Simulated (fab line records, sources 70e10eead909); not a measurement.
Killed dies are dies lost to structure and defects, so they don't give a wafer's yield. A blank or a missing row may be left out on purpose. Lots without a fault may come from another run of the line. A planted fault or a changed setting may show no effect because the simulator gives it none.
A struck lot beside a sound one | flow nand_harc | 43 steps out of a route of 1302
Sound: wafers L237.1, L237.4, L237.5. Struck: wafer L248.5. (L248.4, L248.6 of the same lot were not struck and are left out.) The cause comes at the end.
At each step with rows: each side's tool, then ch and its chambers, then its first start. Under that, the readings that differ: sound wafers | struck wafers | difference of the means | sigmas: that difference in standard deviations of wafers without a fault.
alike: readings whose means differ by less than 2 such deviations, and words and numbers that are the same on both sides. not compared: withheld readings, readings that some wafer has no value for, bounds like >300 that may hide the same value, and numbers for which the record gives no deviation and whose values overlap.
The two part at a step that has a row with sigmas, a row that says differs or no value, or rows on one side only. Numbers that don't overlap but have no deviation are shown without sigmas and don't part them. A reading that every wafer of one side lacks parts them only if that side has two wafers or more.

NHARC_A_CONTACT_ETCH_122: etches the open film in C4F8/O2/Ar, time 190 s, target depth 1850 nm.
  sound on har_cap_etch-03 ch 0,1, day 21 22:30; struck on har_cap_etch-02 ch 0, day 27 15:29
  not compared: rf_hours_counter_h
then, 3 steps without rows for these wafers: NHARC_A_CONTACT_ETCH_123 (etches the open film in C4F8/O2/Ar, time 490 s, target depth 2110 nm); NHARC_A_CONTACT_ETCH_90 (etches the open film in CH3F/O2, target depth 40 nm, time 85.7 s); NHARC_A_CONTACT_ETCH_96 (etches the open film in C4F6/O2, target depth 20 nm, time 10 s).
NHARC_A_CONTACT_CD_MEAS_53:
  sound on cd_sem-03, day 21 23:50; struck on cd_sem-03, day 27 17:04
  alike: cd_nm
then, 6 steps without rows for these wafers: NHARC_A_CONTACT_STRIP_99 (strips in N2/H2); NHARC_A_CONTACT_STRIP_100 (strips in CF4/CHF3); NHARC_A_CONTACT_STRIP_101 (strips in O2/COS); NHARC_A_CONTACT_ETCH_102 (etches the open film in CF4/O2, target depth 100 nm, overetch 10 nm, time 55 s); NHARC_A_CONTACT_STRIP_55 (strips in O2); NHARC_A_CONTACT_STRIP_56 (strips in post etch residue remover, time 600 s).
NHARC_A_CONTACT_DEP_57: deposits aC, target thk 5300 nm.
  sound on acl_dep-02 ch 0, day 22 00:47; struck on acl_dep-03 ch 0, day 27 23:06
  alike: throttle_valve_pct
NHARC_A_CONTACT_DEP_58: deposits SiON, target thk 90 nm.
  sound on pecvd-01 ch 0,2, day 22 04:04; struck on pecvd-04 ch 0, day 28 00:50
  alike: heater_power_w
then, 10 steps without rows for these wafers: NHARC_A_CONTACT_DEHYDRATE_59 (time 120 s); NHARC_A_CONTACT_HMDS_60 (time 30 s); NHARC_A_CONTACT_COAT_61 (time 75 s); NHARC_A_CONTACT_COAT_62 (time 65 s); NHARC_A_CONTACT_COAT_63 (resist thk 90 nm); NHARC_A_CONTACT_SOFTBAKE_64 (time 55 s); NHARC_A_CONTACT_EBR_65; NHARC_A_CONTACT_EXPOSE_66 (exposes mask A CC 2); NHARC_A_CONTACT_PEB_67 (peb time 65 s); NHARC_A_CONTACT_DEVELOP_68 (develop time 35 s).
NHARC_A_CONTACT_CD_MEAS_69: target cd 300 nm.
  sound on cd_sem-02 ch 0, day 22 04:38; struck on cd_sem-03 ch 0, day 28 01:22
  alike: cd_nm
NHARC_A_CONTACT_OVL_MEAS_70:
  sound on overlay-01, day 22 04:43; struck on overlay-02, day 28 01:26
  alike: overlay_x_nm, overlay_y_nm
NHARC_A_CONTACT_INSPECT_71:
  sound on defect_inspect-02, day 22 04:45; struck on defect_inspect-02, day 28 01:29
  alike: raw_defect_count
then, 2 steps without rows for these wafers: NHARC_A_CONTACT_DESCUM_74 (chemistry O2, time 3 s); NHARC_A_CONTACT_ETCH_75 (etches the open film in CF4, target depth 39 nm, time 65 s).
NHARC_A_CONTACT_ETCH_76: etches the open film in N2/H2, target depth 260 nm, time 475.3 s.
  sound on rie_diel-12 ch 0,3; struck on rie_diel-11 ch 2
  alike: drypump_motor_current_A, oes_product_au, rf_vpp_V, showerhead_plenum_p_Torr, throttle_valve_pct
  not compared: rf_hours_counter_h
NHARC_A_CONTACT_ETCH_77: etches the open film in CF4/CHF3, target depth 108.9 nm, time 54.5 s.
  sound on rie_diel-12 ch 1,2; struck on rie_diel-11 ch 3
  alike: drypump_motor_current_A, oes_product_au, rf_vpp_V, showerhead_plenum_p_Torr, throttle_valve_pct
  not compared: rf_hours_counter_h
then, 2 steps without rows for these wafers: NHARC_A_CONTACT_ETCH_78 (etches the open film in O2/COS, target depth 5300 nm, time 1378 s); NHARC_A_CONTACT_ETCH_124 (etches the open film in C4F8/O2/Ar, time 140 s, target depth 700 nm).
NHARC_A_CONTACT_ETCH_125: etches the open film in C4F8/O2/Ar, time 197 s, target depth 1918 nm.
  sound on har_cap_etch-02 ch 1, day 22 06:35; struck on har_cap_etch-01 ch 1, day 28 03:20
  not compared: rf_hours_counter_h
then, 9 steps without rows for these wafers: NHARC_A_CONTACT_ETCH_126 (etches the open film in C4F8/O2/Ar, time 197 s, target depth 1918 nm); NHARC_A_CONTACT_ETCH_127 (etches the open film in C4F8/O2/Ar, time 197 s, target depth 1918 nm); NHARC_A_CONTACT_ETCH_128 (etches the open film in C4F8/O2/Ar, time 197 s, target depth 1918 nm); NHARC_A_CONTACT_ETCH_129 (etches the open film in C4F8/O2/Ar, time 197 s, target depth 1918 nm); NHARC_A_CONTACT_ETCH_130 (etches the open film in C4F8/O2/Ar, time 197 s, target depth 1918 nm); NHARC_A_CONTACT_ETCH_131 (etches the open film in C4F8/O2/Ar, time 197 s, target depth 1918 nm); NHARC_A_CONTACT_ETCH_132 (etches the open film in C4F8/O2/Ar, time 197 s, target depth 1924 nm); NHARC_A_CONTACT_ETCH_133 (etches the open film in C4F8/O2/Ar, time 374 s, target depth 1610 nm); NHARC_A_CONTACT_ETCH_91 (etches the open film in CH3F/O2, target depth 40 nm, time 85.7 s).
-- the record jumps here: 2 days lie between the struck wafers' starts before and after (it left off in module A_CONTACT and takes up again in module END, whose first step shown is number 1302 of the route) --
NHARC_END_SORT_01:
  the record has rows for the struck wafers here (prober-02 ch 0, day 30 15:16) and none for the sound ones

WHERE THEY PART
Only at NHARC_END_SORT_01, within this record.

WHY: what the simulator had put in
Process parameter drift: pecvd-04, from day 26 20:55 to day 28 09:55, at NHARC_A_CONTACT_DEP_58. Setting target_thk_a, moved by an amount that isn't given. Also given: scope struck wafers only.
